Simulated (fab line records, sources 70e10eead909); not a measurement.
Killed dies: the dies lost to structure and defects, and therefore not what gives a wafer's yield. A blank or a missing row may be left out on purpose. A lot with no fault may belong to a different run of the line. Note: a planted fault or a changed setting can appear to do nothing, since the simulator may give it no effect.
fab line records | flow nand_harc
record lots=12 | wafers=36 | last_day=33
route steps=1302 shown A_BONDPAD@1225 THIN_TSV@1246 END@1302
lots untouched by any fault: they come from a run of this same line in which no faults occurred
start_h: hours from the record's first day to the start of the lot's first wafer shown | wait_h: hours since the lot's step before | " identical to the entry in the row above | L1.1+2: a single row standing in for several wafers | - no value, or no start was given | * or withheld: withheld | < > ~ a bound
route shown NAME@n: names a module that has steps shown in the file, with the first one's number in the route | usual: mean/standard deviation taken from wafers without a fault | same: alike in all rows | chamber/n: place in a boat | sites: readings site by site | _std_site: standard deviation across them | _edge_site: outer sites' mean less inner sites' | radius_mm: for every site, how far away it sits from the centre of the wafer | mask NAME#n: copy n | behind: the tool/chamber that last shaped the wafer | hold: the reason the lot was held/the length of the hold in hours/how it ended | device: the n, p or np transistor that did not switch | end of line: at the end of the route, the tests of the same wafers | step lacking rows: just its recipe | killed: count of dies lost to structure and defects at first sort (not the wafer's yield) | map: shows each die of a wafer: x if killed, . if not, _ if none is there
set.NAME: the run value of the setting; set.NAME@STEP: its run value at that earlier step | model.NAME: the simulator's own value behind a step, which no gauge read
a sample of lots followed through the steps of the route, with each step as a table and each wafer as a row
services: when a tool's chamber went out of use (start_h, in hours from the record's first day, below 0 if earlier), for how many hours, and the reason
## steps
# step NHARC_A_BONDPAD_DEGAS_25
# recipe temp_c=300 | time_s=60
# usual heater_power_w=464/28
lot.wafer | tool           | chamber | start_h | wait_h | heater_power_w
L112.1    | pvd_sputter-03 | -       | 553.54  | -      | 508
L112.5    | "              | -       | "       | "      | 434
L112.6    | "              | -       | "       | "      | 459
L115.4    | pvd_sputter-03 | -       | 554.17  | -      | 429
L115.3    | "              | -       | "       | "      | 445
L115.1    | "              | -       | "       | "      | 460
L117.2    | pvd_sputter-02 | -       | 596.66  | -      | 503
L117.1    | "              | -       | "       | "      | 467
L117.5    | "              | -       | "       | "      | 440
L120.1    | pvd_sputter-03 | -       | 598.41  | -      | 454
L120.2    | "              | -       | "       | "      | 527
L120.5    | "              | -       | "       | "      | 430
L118.3    | pvd_sputter-03 | -       | 600.43  | -      | 524
L118.2    | "              | -       | "       | "      | 457
L118.5    | "              | -       | "       | "      | 533
L121.2    | pvd_sputter-01 | -       | 621.90  | -      | 462
L121.4    | "              | -       | "       | "      | 506
L121.6    | "              | -       | "       | "      | 461
L122.4    | pvd_sputter-01 | -       | 628.06  | -      | 453
L122.3    | "              | -       | "       | "      | 467
L122.5    | "              | -       | "       | "      | 451
L123.2    | pvd_sputter-02 | -       | 633.95  | -      | 470
L123.4    | "              | -       | "       | "      | 518
L123.6    | "              | -       | "       | "      | 435
L124.3    | pvd_sputter-01 | -       | 653.17  | -      | 508
L124.5    | "              | -       | "       | "      | 488
L124.6    | "              | -       | "       | "      | 462
L129.4    | pvd_sputter-01 | -       | 714.87  | -      | 434
L129.2    | "              | -       | "       | "      | 469
L129.6    | "              | -       | "       | "      | 462
L133.4    | pvd_sputter-03 | -       | 738.52  | -      | 425
L133.3    | "              | -       | "       | "      | 516
L133.6    | "              | -       | "       | "      | 433
L134.3    | pvd_sputter-02 | -       | 758.50  | -      | 433
L134.4    | "              | -       | "       | "      | 433
L134.5    | "              | -       | "       | "      | 489
# step NHARC_THIN_TSV_THK_MEAS_02
# recipe thk_meas_gauge=ir
# usual thk_nm=2947/220
lot.wafer | tool          | chamber | start_h | wait_h | thk_nm
L112.1    | film_metro-01 | -       | 565.69  | -      | 2861
L112.5    | "             | -       | "       | "      | 2983
L112.6    | "             | -       | "       | "      | 2752
L115.1    | film_metro-01 | -       | 566.89  | -      | 3315
L115.3    | "             | -       | "       | "      | 3017
L115.4    | "             | -       | "       | "      | 3179
L117.1    | film_metro-02 | -       | 609.78  | -      | 2921
L117.2    | "             | -       | "       | "      | 2480
L117.5    | "             | -       | "       | "      | 3041
L120.1    | film_metro-01 | -       | 610.98  | 0.2    | 3088
L120.2    | "             | -       | "       | "      | 2814
L120.5    | "             | -       | "       | "      | 2877
L118.2    | film_metro-01 | -       | 615.93  | 0.2    | 2567
L118.3    | "             | -       | "       | "      | 2921
L118.5    | "             | -       | "       | "      | 2746
L121.2    | film_metro-01 | -       | 634.87  | -      | 3109
L121.4    | "             | -       | "       | "      | 3192
L121.6    | "             | -       | "       | "      | 3096
L122.3    | film_metro-01 | -       | 640.85  | -      | 2783
L122.4    | "             | -       | "       | "      | 2820
L122.5    | "             | -       | "       | "      | 2968
L123.2    | film_metro-01 | -       | 646.43  | 0.2    | 2606
L123.4    | "             | -       | "       | "      | 2660
L123.6    | "             | -       | "       | "      | 2703
L124.3    | film_metro-02 | -       | 665.98  | 0.2    | 2766
L124.5    | "             | -       | "       | "      | 2793
L124.6    | "             | -       | "       | "      | 3019
L129.2    | film_metro-01 | -       | 726.02  | -      | 3403
L129.4    | "             | -       | "       | "      | 3324
L129.6    | "             | -       | "       | "      | 3218
L133.3    | film_metro-02 | -       | 755.55  | 0.2    | 3023
L133.4    | "             | -       | "       | "      | 2778
L133.6    | "             | -       | "       | "      | 3090
L134.3    | film_metro-01 | -       | 771.25  | -      | 2743
L134.4    | "             | -       | "       | "      | 2907
L134.5    | "             | -       | "       | "      | 3271
# step NHARC_THIN_TSV_EXPOSE_09
# recipe na=0.55 | dose_mj=30.7 | mask_id=TSV
# usual exposure_dose_mJ_cm2=30.702/0.029 | focus_offset_nm=0.1/0.52
lot.wafer | tool           | chamber | start_h | wait_h | mask  | exposure_dose_mJ_cm2 | focus_offset_nm
L112.1    | krf_scanner-03 | 0       | 566.58  | -      | TSV#0 | 30.711               | -0.4
L112.5    | "              | 0       | "       | "      | TSV#0 | 30.708               | 0.0
L112.6    | "              | 0       | "       | "      | TSV#0 | 30.702               | 0.0
L115.1    | krf_scanner-02 | 0       | 567.78  | -      | TSV#0 | 30.683               | 0.1
L115.3    | "              | 0       | "       | "      | TSV#0 | 30.657               | -0.2
L115.4    | "              | 0       | "       | "      | TSV#0 | 30.652               | 0.6
L117.1    | krf_scanner-04 | 0       | 610.70  | -      | TSV#0 | 30.702               | 0.8
L117.2    | "              | 0       | "       | "      | TSV#0 | 30.750               | 1.3
L117.5    | "              | 0       | "       | "      | TSV#0 | 30.733               | 1.3
L120.1    | krf_scanner-04 | 0       | 611.74  | -      | TSV#0 | 30.700               | -0.5
L120.2    | "              | 0       | "       | "      | TSV#0 | 30.709               | 0.6
L120.5    | "              | 0       | "       | "      | TSV#0 | 30.706               | 0.1
L118.2    | krf_scanner-04 | 0       | 616.70  | -      | TSV#0 | 30.682               | 0.0
L118.3    | "              | 0       | "       | "      | TSV#0 | 30.676               | -0.2
L118.5    | "              | 0       | "       | "      | TSV#0 | 30.643               | -0.1
L121.2    | krf_scanner-04 | 0       | 635.77  | -      | TSV#0 | 30.667               | 0.3
L121.4    | "              | 0       | "       | "      | TSV#0 | 30.731               | 0.1
L121.6    | "              | 0       | "       | "      | TSV#0 | 30.739               | 0.7
L122.3    | krf_scanner-02 | 0       | 641.76  | -      | TSV#0 | 30.695               | -0.3
L122.4    | "              | 0       | "       | "      | TSV#0 | 30.667               | 0.0
L122.5    | "              | 0       | "       | "      | TSV#0 | 30.692               | -0.2
L123.2    | krf_scanner-03 | 0       | 647.46  | -      | TSV#0 | 30.759               | -0.1
L123.4    | "              | 0       | "       | "      | TSV#0 | 30.756               | 0.7
L123.6    | "              | 0       | "       | "      | TSV#0 | 30.768               | 0.6
L124.3    | krf_scanner-03 | 0       | 666.76  | -      | TSV#0 | 30.706               | -0.3
L124.5    | "              | 0       | "       | "      | TSV#0 | 30.696               | -0.2
L124.6    | "              | 0       | "       | "      | TSV#0 | 30.701               | -1.1
L129.2    | krf_scanner-04 | 0       | 726.96  | -      | TSV#0 | 27.955               | -0.5
L129.4    | "              | 0       | "       | "      | TSV#0 | 27.959               | -1.1
L129.6    | "              | 0       | "       | "      | TSV#0 | 27.989               | -0.3
L133.3    | krf_scanner-04 | 0       | 756.45  | -      | TSV#0 | 28.549               | 0.1
L133.4    | "              | 0       | "       | "      | TSV#0 | 28.503               | -0.2
L133.6    | "              | 0       | "       | "      | TSV#0 | 28.541               | 0.2
L134.3    | krf_scanner-02 | 0       | 772.16  | -      | TSV#0 | 30.703               | 1.8
L134.4    | "              | 0       | "       | "      | TSV#0 | 30.696               | 0.7
L134.5    | "              | 0       | "       | "      | TSV#0 | 30.723               | 0.9
# step NHARC_THIN_TSV_DESCUM_14
# recipe time_s=3 | o2_flow_sccm=200 | ar_flow_sccm=0 | bias_power_w=0 | chemistry=O2
# usual drypump_motor_current_A=5.2/0.32 | oes_product_au=1.003/0.01 | rf_vpp_V=57.7/0.93 | showerhead_plenum_p_Torr=1.88/0.054 | throttle_valve_pct=11.311/0.0087
lot.wafer | tool        | chamber | start_h | wait_h | drypump_motor_current_A | oes_product_au | rf_hours_counter_h | rf_vpp_V | showerhead_plenum_p_Torr | throttle_valve_pct
L112.1    | rie_diel-10 | 3       | 566.92  | -      | 4.9                     | 0.987          | 6.5                | 57.0     | 1.79                     | 11.321
L112.6    | "           | 2       | "       | "      | 5.4                     | 0.987          | -                  | 59.0     | 1.92                     | 11.305
L112.5    | "           | 3       | "       | "      | 4.9                     | 0.972          | -                  | 58.5     | 1.79                     | 11.320
L115.1    | rie_diel-10 | 2       | 568.11  | -      | 5.4                     | 0.983          | 6.8                | 58.4     | 1.92                     | 11.304
L115.4    | "           | 3       | "       | "      | 4.9                     | 0.993          | -                  | 58.0     | 1.79                     | 11.303
L115.3    | "           | 2       | "       | "      | 5.5                     | 0.988          | -                  | 57.0     | 1.92                     | 11.320
L117.1    | rie_diel-08 | 0       | 611.03  | -      | 5.3                     | 1.009          | 4.7                | 57.3     | 1.83                     | 11.319
L117.2    | "           | 2       | "       | "      | 4.8                     | 1.019          | 3.8                | 58.3     | 1.91                     | 11.323
L117.5    | "           | 3       | "       | "      | 5.4                     | 1.006          | -                  | 60.1     | 1.95                     | 11.309
L120.1    | rie_diel-08 | 1       | 612.07  | -      | 4.9                     | 1.009          | 4.9                | 57.5     | 1.82                     | 11.309
L120.2    | "           | 2       | "       | "      | 4.8                     | 1.022          | 4.0                | 58.3     | 1.91                     | 11.304
L120.5    | "           | 1       | "       | "      | 5.0                     | 1.003          | -                  | 58.5     | 1.82                     | 11.313
L118.2    | rie_diel-08 | 0       | 617.01  | -      | 5.3                     | 1.002          | 6.1                | 57.3     | 1.83                     | 11.306
L118.3    | "           | 2       | "       | "      | 4.8                     | 1.018          | 4.7                | 59.0     | 1.91                     | 11.307
L118.5    | "           | 1       | "       | "      | 5.0                     | 0.998          | -                  | 57.2     | 1.82                     | 11.315
L121.4    | rie_diel-11 | 2       | 636.08  | -      | 6.1                     | 1.018          | 1.3                | 59.1     | 1.95                     | 11.316
L121.2    | "           | 3       | "       | "      | 5.7                     | 0.999          | 0.7                | 57.8     | 1.89                     | 11.300
L121.6    | "           | 3       | "       | "      | 5.8                     | 1.001          | -                  | 58.5     | 1.89                     | 11.316
L122.4    | rie_diel-08 | 3       | 642.08  | -      | 5.4                     | 1.010          | 4.5                | 57.2     | 1.95                     | 11.320
L122.3    | "           | 1       | "       | "      | 4.9                     | 1.008          | 7.2                | 55.6     | 1.82                     | 11.323
L122.5    | "           | 3       | "       | "      | 5.4                     | 1.011          | -                  | 56.5     | 1.95                     | 11.302
L123.2    | rie_diel-10 | 2       | 647.78  | -      | 5.4                     | 0.996          | 1.9                | 56.9     | 1.92                     | 11.317
L123.4    | "           | 3       | "       | "      | 4.9                     | 0.997          | 2.1                | 56.5     | 1.79                     | 11.310
L123.6    | "           | 2       | "       | "      | 5.4                     | 1.006          | -                  | 57.9     | 1.92                     | 11.298
L124.3    | rie_diel-10 | 1       | 667.09  | -      | 5.5                     | 1.012          | 2.5                | 58.3     | 1.90                     | 11.322
L124.6    | "           | 3       | "       | "      | 4.9                     | 1.005          | -                  | 56.3     | 1.79                     | 11.323
L124.5    | "           | 0       | "       | "      | 5.2                     | 0.995          | -                  | 58.5     | 1.94                     | 11.313
L129.2    | rie_diel-10 | 2       | 727.28  | -      | 5.4                     | 1.002          | 4.2                | 58.0     | 1.92                     | 11.311
L129.4    | "           | 0       | "       | "      | 5.2                     | 0.994          | 4.6                | 58.4     | 1.94                     | 11.312
L129.6    | "           | 1       | "       | "      | 5.5                     | 1.004          | -                  | 58.2     | 1.90                     | 11.311
L133.3    | rie_diel-10 | 2       | 756.77  | -      | 5.4                     | 1.002          | 6.2                | 58.1     | 1.92                     | 11.301
L133.4    | "           | 3       | "       | "      | 4.9                     | 1.007          | 6.8                | 56.6     | 1.79                     | 11.316
L133.6    | "           | 0       | "       | "      | 5.1                     | 1.006          | -                  | 58.3     | 1.93                     | 11.309
L134.3    | rie_diel-08 | 1       | 772.47  | -      | 4.9                     | 1.018          | 2.0                | 57.8     | 1.81                     | 11.332
L134.5    | "           | 0       | "       | "      | 5.3                     | 0.995          | -                  | 57.5     | 1.83                     | 11.304
L134.4    | "           | 1       | "       | "      | 4.9                     | 1.000          | -                  | 55.9     | 1.81                     | 11.307
# step NHARC_END_SORT_01
# recipe temp_c=25
# usual defect_limited_yield=92.0/2.4 | killed_at_array=50/16 | killed_at_other=0.8/1 | killed_at_periphery=4/3.1 | killed_dies=54/16 | killed_open=3.2/2 | killed_short=2.5/1.6 | sort_bin_2_pct=2.8/1 | sort_bin_3_pct=0.6/0.35 | sort_bin_4_pct=4.6/1.4 | sort_n_pass=623/16 | sort_rim_yield_pct=90/4.3 | sort_yield_pct=92.0/2.4
# same gross_dies=677 | sort_bin_5_pct[%]=0 | sort_bin_6_pct[%]=0 | sort_bin_7_pct[%]=0 | sort_bin_8_pct[%]=0 | sort_rim_n_gross=106.00
lot.wafer | tool      | chamber | start_h | wait_h | defect_limited_yield[%] | killed_at_array | killed_at_other | killed_at_periphery | killed_dies | killed_open | killed_short | sort_bin_2_pct[%] | sort_bin_3_pct[%] | sort_bin_4_pct[%] | sort_n_pass | sort_rim_yield_pct[%] | sort_yield_pct[%]
L112.1    | prober-01 | 0       | 580.69  | 2.5    | 95.7                    | 27              | 0               | 2                   | 29          | 6           | 5            | 1.8               | 0.1               | 2.4               | 648         | 97                    | 95.7
L112.5    | prober-01 | 0       | 583.94  | 3.7    | 96.2                    | 25              | 0               | 1                   | 26          | 4           | 4            | 1.0               | 0                 | 2.8               | 651         | 96                    | 96.2
L112.6    | prober-01 | 0       | 584.75  | 4.1    | 96.6                    | 19              | 0               | 4                   | 23          | 6           | 1            | 0.6               | 0                 | 2.8               | 654         | 92                    | 96.6
L133.3    | prober-01 | 0       | 775.23  | 3.1    | 92.0                    | 46              | 2               | 6                   | 54          | 5           | 2            | 3.8               | 0.4               | 3.7               | 623         | 91                    | 92.0
L133.4    | prober-01 | 0       | 776.05  | 3.4    | 92.6                    | 45              | 3               | 2                   | 50          | 3           | 1            | 2.4               | 0.4               | 4.6               | 627         | 89                    | 92.6
L133.6    | prober-01 | 0       | 777.67  | 4.1    | 92.0                    | 46              | 2               | 6                   | 54          | 7           | 5            | 3.0               | 0.4               | 4.6               | 623         | 89                    | 92.0
# killed by level:class
L112.1 A_CHANNEL_HOLE_D2:chamber_film_flake=6 A_CONTACT:chamber_film_flake=3 A_M1:chamber_film_flake=3 A_M0:geometric_particle:short=2 A_M1:geometric_particle:open=2 A_CHANNEL_HOLE_D1:chamber_film_flake=2 A_ONON_D1:geometric_particle:short=1 A_ONON_D1:geometric_particle:open=1
L112.5 A_CHANNEL_HOLE_D2:chamber_film_flake=9 A_M1:chamber_film_flake=4 A_WL_FILL:geometric_particle:short=2 A_WL_FILL:geometric_particle:open=2 A_CONTACT:chamber_film_flake=2 A_SOURCE_PLATE:geometric_particle:open=1 A_SOURCE_PLATE:geometric_particle:short=1 A_CHANNEL_HOLE_D1:geometric_particle:open=1
L112.6 A_CHANNEL_HOLE_D2:chamber_film_flake=6 A_CONTACT:chamber_film_flake=3 A_M1:chamber_film_flake=3 P_CONTACT:geometric_particle:open=1 P_M1:geometric_particle:open=1 A_CHANNEL_FILL_D1:geometric_particle:open=1 A_ONON_D2:geometric_particle:open=1 A_CHANNEL_FILL_D2:geometric_particle:open=1
L133.3 A_CHANNEL_HOLE_D2:chamber_film_flake=28 A_SLIT:chamber_film_flake=4 A_CONTACT:chamber_film_flake=4 P_GATE:chamber_film_flake=3 P_M1:chamber_film_flake=2 A_CHANNEL_FILL_D1:geometric_particle:short=2 A_CHANNEL_FILL_D2:geometric_particle:open=2 A_M0:geometric_particle:open=2
L133.4 A_CHANNEL_HOLE_D2:chamber_film_flake=20 A_CONTACT:chamber_film_flake=6 A_CHANNEL_FILL_D1:chamber_film_flake=5 A_SLIT:chamber_film_flake=5 THIN_TSV:chamber_film_flake=3 A_STAIRCASE:chamber_film_flake=2 A_CHANNEL_HOLE_D1:geometric_particle:open=1 A_CHANNEL_FILL_D1:geometric_particle:short=1
L133.6 A_CHANNEL_HOLE_D2:chamber_film_flake=24 A_SLIT:chamber_film_flake=5 A_CHANNEL_FILL_D2:chamber_film_flake=3 P_M0:geometric_particle:open=2 A_CHANNEL_FILL_D1:geometric_particle:short=2 P_GATE:chamber_film_flake=2 A_CHANNEL_FILL_D1:chamber_film_flake=2 A_CONTACT:chamber_film_flake=2
## services
tool           | chamber | start_h | hours | kind
rie_diel-10    | -       | 542.78  | 0.7   | repair
krf_scanner-04 | -       | 544.43  | 0.8   | repair
rie_diel-08    | -       | 544.81  | 9.0   | pm
pvd_sputter-01 | -       | 550.87  | 30.4  | repair
rie_diel-08    | 3       | 558.14  | 11.4  | repair
rie_diel-10    | 1       | 563.89  | 4.3   | repair
krf_scanner-04 | -       | 565.34  | 0.3   | repair
rie_diel-10    | 0       | 565.66  | 3.4   | repair
krf_scanner-03 | -       | 568.00  | 4.0   | pm
pvd_sputter-03 | -       | 577.88  | 4.2   | repair
pvd_sputter-01 | -       | 582.36  | 10.0  | pm
rie_diel-10    | -       | 596.50  | 9.0   | pm
rie_diel-08    | 3       | 597.89  | 8.8   | repair
krf_scanner-03 | -       | 608.70  | 5.5   | repair
pvd_sputter-03 | -       | 637.09  | 2.3   | repair
rie_diel-10    | 2       | 690.95  | 11.6  | repair
krf_scanner-04 | -       | 698.00  | 4.0   | pm
rie_diel-08    | 3       | 700.68  | 13.6  | repair
pvd_sputter-03 | -       | 704.00  | 10.0  | pm
rie_diel-08    | -       | 721.81  | 9.0   | pm
krf_scanner-04 | -       | 735.15  | 0.4   | repair
rie_diel-08    | 1       | 756.65  | 12.8  | repair
pvd_sputter-01 | -       | 760.36  | 10.0  | pm
rie_diel-08    | 3       | 771.07  | 7.5   | repair
## key
first_sign step=NHARC_THIN_TSV_EXPOSE_09 | reading=exposure_dose_mJ_cm2 | direction=down | sigmas=86 | usual=30.702 | struck=28.249
effect none on later readings
met_at NHARC_THIN_TSV_EXPOSE_09
struck_lots L129,L133
loop_trim step=NHARC_THIN_TSV_EXPOSE_09 | setting=dose | lots=L133
not_acting_at NHARC_A_BONDPAD_DEGAS_25,NHARC_THIN_TSV_THK_MEAS_02,NHARC_THIN_TSV_DESCUM_14
onset_between 635.77 726.96
fault kind=process_parameter_drift | tool=krf_scanner-04 | chamber=- | onset_h=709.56 | steps=NHARC_THIN_TSV_EXPOSE_09 | channel=dose_mj | offset=-2.6933 | shape=step | acts_in=these_recipes_only | stated=30.7
# loop_trim: a control loop set the setting to another value than it would have without faults
